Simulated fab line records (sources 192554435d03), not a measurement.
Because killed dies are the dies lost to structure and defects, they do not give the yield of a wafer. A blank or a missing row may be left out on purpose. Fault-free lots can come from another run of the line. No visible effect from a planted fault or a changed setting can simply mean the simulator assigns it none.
Chamber matching || flow n5_finfet || N5_GATE_CUT_HM_OPEN_40 on rie_diel-04: 4 sister chambers
The step chemistry C4F6/O2, target SiO2, target depth 139 nm, time 85.1 s. 8 wafers are shown with their chamber, then 12 later ones without.

WAFERS, EACH WITH ITS CHAMBER
{"wafer": "L080.2", "chamber": 3, "drypump_motor_current_A (A)": 5.9, "rf_vpp_V (V)": 669}
{"wafer": "L080.5", "chamber": 3, "drypump_motor_current_A (A)": 5.9, "rf_vpp_V (V)": 670}
{"wafer": "L083.1", "chamber": 2, "drypump_motor_current_A (A)": 6.2, "rf_vpp_V (V)": 670}
{"wafer": "L083.3", "chamber": 0, "drypump_motor_current_A (A)": 5.7, "rf_vpp_V (V)": 645}
{"wafer": "L083.4", "chamber": 1, "drypump_motor_current_A (A)": 6.3, "rf_vpp_V (V)": 688}
{"wafer": "L085.1", "chamber": 0, "drypump_motor_current_A (A)": 5.6, "rf_vpp_V (V)": 646}
{"wafer": "L085.2", "chamber": 2, "drypump_motor_current_A (A)": 6.2, "rf_vpp_V (V)": 670}
{"wafer": "L085.6", "chamber": 1, "drypump_motor_current_A (A)": 6.3, "rf_vpp_V (V)": 687}

WAFERS MISSING THEIR CHAMBER
{"wafer": "L088.2", "drypump_motor_current_A (A)": 6.3, "rf_vpp_V (V)": 686}
{"wafer": "L088.4", "drypump_motor_current_A (A)": 5.9, "rf_vpp_V (V)": 669}
{"wafer": "L088.5", "drypump_motor_current_A (A)": 5.6, "rf_vpp_V (V)": 645}
{"wafer": "L091.1", "drypump_motor_current_A (A)": 5.6, "rf_vpp_V (V)": 644}
{"wafer": "L091.2", "drypump_motor_current_A (A)": 6.2, "rf_vpp_V (V)": 670}
{"wafer": "L091.3", "drypump_motor_current_A (A)": 6.3, "rf_vpp_V (V)": 686}
{"wafer": "L093.2", "drypump_motor_current_A (A)": 5.6, "rf_vpp_V (V)": 645}
{"wafer": "L093.3", "drypump_motor_current_A (A)": 6.2, "rf_vpp_V (V)": 671}
{"wafer": "L093.4", "drypump_motor_current_A (A)": 6.2, "rf_vpp_V (V)": 670}
{"wafer": "L095.2", "drypump_motor_current_A (A)": 5.9, "rf_vpp_V (V)": 669}
{"wafer": "L095.3", "drypump_motor_current_A (A)": 6.3, "rf_vpp_V (V)": 687}
{"wafer": "L095.4", "drypump_motor_current_A (A)": 6.2, "rf_vpp_V (V)": 669}

WHICH CHAMBER EACH ONE RAN IN
{"wafer": "L088.2", "from the rows above": 1, "in truth": 1}
{"wafer": "L088.4", "from the rows above": 3, "in truth": 3}
{"wafer": "L088.5", "from the rows above": 0, "in truth": 0}
{"wafer": "L091.1", "from the rows above": 0, "in truth": 0}
{"wafer": "L091.2", "from the rows above": 2, "in truth": 2}
{"wafer": "L091.3", "from the rows above": 1, "in truth": 1}
{"wafer": "L093.2", "from the rows above": 0, "in truth": 0}
{"wafer": "L093.3", "from the rows above": 2, "in truth": 2}
{"wafer": "L093.4", "from the rows above": 2, "in truth": 2}
{"wafer": "L095.2", "from the rows above": 3, "in truth": 3}
{"wafer": "L095.3", "from the rows above": 1, "in truth": 1}
{"wafer": "L095.4", "from the rows above": 2, "in truth": 2}
Correctly placed: 12 of 12. Left unplaced by these rows: 0. Placed wrongly: 0.
How it was worked out, from the rows above alone: a wafer's distance from a chamber is the root of the sum, over the readings, of the square of ((its reading less the chamber's mean) divided by the reading's scatter). The wafer belongs to the nearest chamber; if the next one is less than 2 further off, it can't be placed. A chamber's mean is the mean of its shown wafers. The scatter is the square root of a quotient: the sum, over the shown wafers, of each reading's squared deviation from its chamber's mean, divided by wafers minus chambers.
